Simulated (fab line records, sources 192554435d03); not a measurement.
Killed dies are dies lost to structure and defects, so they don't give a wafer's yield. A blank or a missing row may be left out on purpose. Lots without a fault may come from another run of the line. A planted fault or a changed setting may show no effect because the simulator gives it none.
Chamber matching | flow n5_finfet | N5_BEOL_M0_SAQP_ETCH_106 on rie_diel-01: 4 sister chambers
The step etches SOC in N2/H2, stops on SiNx, target depth 150 nm. 8 wafers are shown with their chamber, then 9 later ones without.

WAFERS WITH THEIR CHAMBER
wafer  | chamber | showerhead_plenum_p_Torr (Torr) | throttle_valve_pct (%)
L077.1 | 3       | 2.49                            | 18.20
L078.3 | 3       | 2.49                            | 18.21
L081.1 | 0       | 2.46                            | 18.07
L081.3 | 2       | 2.72                            | 18.03
L081.4 | 1       | 2.55                            | 17.80
L082.3 | 2       | 2.71                            | 18.03
L082.5 | 1       | 2.55                            | 17.79
L082.6 | 0       | 2.46                            | 18.07

WAFERS WITHOUT THEIR CHAMBER
wafer  | showerhead_plenum_p_Torr (Torr) | throttle_valve_pct (%)
L087.3 | 2.54                            | 17.81
L087.4 | 2.46                            | 18.11
L087.6 | 2.71                            | 18.07
L088.3 | 2.49                            | 17.79
L088.5 | 2.71                            | 18.05
L088.6 | 2.54                            | 17.81
L090.2 | 2.71                            | 18.06
L090.4 | 2.46                            | 18.11
L090.5 | 2.54                            | 17.83

WHICH CHAMBER EACH WENT THROUGH
wafer  | from the rows above | in truth
L087.3 | 1                   | 1
L087.4 | 0                   | 0
L087.6 | 2                   | 2
L088.3 | 1                   | 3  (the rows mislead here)
L088.5 | 2                   | 2
L088.6 | 1                   | 1
L090.2 | 2                   | 2
L090.4 | 0                   | 0
L090.5 | 1                   | 1
Placed correctly: 8 of 9. Can't be placed from these rows: 0. Placed wrongly: 1.
How it was worked out, from the rows above alone: a wafer's distance from a chamber is the root of the sum, over the readings, of the square of ((its reading less the chamber's mean) divided by the reading's scatter). The wafer belongs to the nearest chamber; if the next one is less than 2 further off, it can't be placed. A chamber's mean is the mean of its shown wafers. The scatter: the root of (the sum of the squares of (reading less its chamber's mean) over the shown wafers, divided by (wafers less chambers)).
